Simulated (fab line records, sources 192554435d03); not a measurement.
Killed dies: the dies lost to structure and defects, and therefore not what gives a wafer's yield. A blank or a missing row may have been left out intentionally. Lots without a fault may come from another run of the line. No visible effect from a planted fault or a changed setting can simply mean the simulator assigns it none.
Matching of chambers    flow n5Finfet    N5_BEOL_M4_ETCH_70 on rieDiel-06: 3 sister chambers
The step etches SOC in N2/H2, target depth 80 nm, overetch 24 nm, time 130 s. 6 wafers are shown with their chamber, then 5 later ones without.

## WAFERS PAIRED WITH THEIR CHAMBERS
wafer   chamber  drypumpMotorCurrentA (A)  showerheadPlenumPTorr (Torr)
L080.2  1        5.98                      2.69
L082.2  1        5.99                      2.69
L082.3  2        5.13                      2.56
L082.4  3        5.26                      2.46
L088.2  3        5.26                      2.45
L088.3  2        5.16                      2.55

## WAFERS WHOSE CHAMBER IS MISSING
wafer   drypumpMotorCurrentA (A)  showerheadPlenumPTorr (Torr)
L091.1  5.97                      2.68
L091.5  5.25                      2.45
L096.2  6.00                      2.67
L096.3  5.27                      2.45
L096.5  5.17                      2.55

## EACH ONE'S CHAMBER
wafer   from the rows above  in truth
L091.1  1                    1
L091.5  3                    3
L096.2  1                    1
L096.3  3                    3
L096.5  2                    2
5 of 5 placed correctly. Can't be placed from these rows: 0. Wrongly placed: 0.
How it was worked out, from the rows above alone: a wafer's distance from a chamber is the root of the sum, over the readings, of the square of ((its reading less the chamber's mean) divided by the reading's scatter). If the next closest chamber is less than 2 further off than the closest, the wafer can't be placed; otherwise it belongs to the closest. A chamber's mean is the mean of its shown wafers. The scatter: the root of (the sum of the squares of (reading less its chamber's mean) over the shown wafers, divided by (wafers less chambers)).
